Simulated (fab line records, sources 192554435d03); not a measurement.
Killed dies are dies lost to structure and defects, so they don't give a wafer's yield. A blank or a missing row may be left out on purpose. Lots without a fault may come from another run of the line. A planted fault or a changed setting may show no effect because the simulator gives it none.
One fault seen from 3 desks | flow n5_finfet | each desk has only its own numbers; what lay behind them comes last

THE METROLOGY DESK
What the gauges read, lot by lot, whatever tool the lot ran on: means of the sampled wafers that have a number. A lot is out of limits, marked OUT, if its mean lies more than 4 standard deviations from the usual mean; the brackets give that distance. Of its 10 readings 7 are shown: those that lie furthest out on some lot.
Columns: A = DIBL_N at N5_BEOL_M4_RC_MEAS_101, usual 36.5 mV/V; B = DIBL_P at N5_BEOL_M4_RC_MEAS_101, usual 36.4 mV/V; C = IOFF_P at N5_BEOL_M4_RC_MEAS_101, usual 0.21 nA/um; D = ION_P at N5_BEOL_M4_RC_MEAS_101, usual 462 uA/um; E = SS_N at N5_BEOL_M4_RC_MEAS_101, usual 71.7 mV/dec; F = SS_P at N5_BEOL_M4_RC_MEAS_101, usual 73.4 mV/dec; G = VT_P at N5_BEOL_M4_RC_MEAS_101, usual -251 mV
lot  | first seen here | A    | B    | C    | D   | E    | F    | G
L760 | day 8 17:21     | 38.0 | 37.8 | 0.23 | 460 | 71.4 | 74.1 | -250
L763 | day 9 01:02     | 34.3 | 34.7 | 0.20 | 468 | 70.7 | 73.2 | -248
L762 | day 9 16:39     | 34.1 | 34.1 | 0.21 | 468 | 71.2 | 73.0 | -250
L766 | day 10 22:04    | 34.8 | 34.2 | 0.19 | 466 | 71.4 | 72.9 | -250
L773 | day 12 18:41    | 37.5 | 37.3 | 0.23 | 462 | 72.0 | 74.4 | -249
L772 | day 13 01:29    | 37.8 | 37.5 | 0.20 | 450 | 72.3 | 73.3 | -255
L777 | day 13 19:34    | 34.2 | 35.1 | 0.17 | 458 | 71.9 | 73.2 | -253
L779 | day 14 06:35    | 37.0 | 36.1 | 0.23 | 466 | 71.8 | 73.7 | -250
L781 | day 14 21:52    | 35.9 | 36.1 | 0.19 | 460 | 71.5 | 73.2 | -252
L782 | day 15 11:43    | 34.9 | 33.5 | 0.19 | 463 | 71.4 | 73.0 | -252
This desk's finding: nothing out of limits on any of the 10 lots.

THE DEFECT DESK
What the inspections along the route counted, lot by lot: means of the sampled wafers that have a number. A lot is out of limits, marked OUT, if its mean lies more than 4 standard deviations from the usual mean; the brackets give that distance.
Columns: A = raw_defect_count at N5_BEOL_M0_SAQP_INSPECT_16, usual 496
lot  | first seen here | A
L760 | day 5 21:50     | 329
L762 | day 6 04:16     | 504
L763 | day 6 09:47     | 548
L766 | day 7 05:55     | 605
L772 | day 8 17:15     | 440
L773 | day 9 01:25     | 409
L777 | day 9 22:26     | 571
L779 | day 10 11:29    | 398
L781 | day 11 04:13    | 563
L782 | day 11 09:57    | 433
This desk's finding: nothing out of limits on any of the 10 lots.

THE TOOL OWNER'S DESK: rie_diel-05
The tool's own readings at N5_BEOL_M0_SAQP_ETCH_107 (etches SiNx in CH3F/O2, target depth 30 nm): means of the sampled wafers that have a number, for each lot that ran on this tool. A lot is out of limits, marked OUT, if its mean lies more than 4 standard deviations from the usual mean; the brackets give that distance.
Columns: A = drypump_motor_current_A at N5_BEOL_M0_SAQP_ETCH_107, usual 5.6 A; B = oes_f_703_au at N5_BEOL_M0_SAQP_ETCH_107, usual 0.76 a.u.; C = oes_product_au at N5_BEOL_M0_SAQP_ETCH_107, usual 0.76 a.u.; D = rf_vpp_V at N5_BEOL_M0_SAQP_ETCH_107, usual 298 V; E = showerhead_plenum_p_Torr at N5_BEOL_M0_SAQP_ETCH_107, usual 2.01 Torr; F = throttle_valve_pct at N5_BEOL_M0_SAQP_ETCH_107, usual 16.39 %
lot  | first seen here | A   | B    | C    | D   | E    | F
L760 | day 6 00:11     | 5.3 | 0.78 | 0.76 | 295 | 2.00 | 16.34
L762 | day 6 07:13     | 5.4 | 0.81 | 0.80 | 294 | 2.01 | 16.19
L763 | day 6 12:18     | 5.3 | 0.73 | 0.71 | 299 | 2.02 | 16.50
L772 | day 8 20:19     | 5.3 | 0.76 | 0.84 | 295 | 2.00 | 16.40
L773 | day 9 03:51     | 5.7 | 0.81 | 0.91 | 298 | 2.01 | 16.17
This desk's finding: nothing out of limits on any of the 5 lots.

PUT TOGETHER
The metrology desk saw nothing out of limits.
The defect desk saw nothing out of limits.
The tool owner's desk saw nothing out of limits.

WHAT THE SIMULATOR HAD PUT IN
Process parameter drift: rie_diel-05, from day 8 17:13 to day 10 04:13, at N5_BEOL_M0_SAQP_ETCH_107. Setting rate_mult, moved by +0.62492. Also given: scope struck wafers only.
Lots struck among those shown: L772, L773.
